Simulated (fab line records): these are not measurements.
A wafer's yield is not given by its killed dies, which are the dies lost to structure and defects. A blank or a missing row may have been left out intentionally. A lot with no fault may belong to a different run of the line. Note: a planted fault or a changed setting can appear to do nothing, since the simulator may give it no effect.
Matching of chambers -- flow n5-finfet -- rie-diel-06 running N5_BEOL_M1_DESCUM_33: 4 sister chambers
The step chemistry O2, time 7 s. 4 wafers are shown with their chamber, then 10 later ones without.

WAFERS PAIRED WITH THEIR CHAMBERS
wafer,chamber,showerhead-plenum-p-Torr (Torr)
L086.1,0,2.00
L088.5,3,2.05
L089.1,2,2.14
L089.3,1,2.05

WAFERS WHOSE CHAMBER IS MISSING
wafer,showerhead-plenum-p-Torr (Torr)
L089.6,2.05
L092.1,1.99
L092.3,2.13
L092.6,2.05
L094.4,2.04
L094.5,2.13
L094.6,1.99
L096.2,2.13
L096.5,2.04
L096.6,2.13

EACH ONE'S CHAMBER
wafer,from the rows above,in truth
L089.6,can't be placed: 1 or 3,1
L092.1,0,0
L092.3,2,2
L092.6,can't be placed: 1 or 3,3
L094.4,can't be placed: 1 or 3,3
L094.5,2,2
L094.6,0,0
L096.2,2,2
L096.5,can't be placed: 1 or 3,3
L096.6,2,2
Placed correctly: 6 of 10. These rows do not allow placing 4 (true chamber among the candidates in 4). Number placed wrongly: 0.
How it was worked out, from the rows above alone: a wafer's distance from a chamber is the root of the sum, over the readings, of the square of ((its reading less the chamber's mean) divided by the reading's scatter). If the next closest chamber is less than 2 further off than the closest, the wafer can't be placed; otherwise it belongs to the closest. A chamber's mean is the mean of its shown wafers. The scatter: root of mean squared gap, hidden wafer to nearest shown wafer, with one shown wafer a chamber.
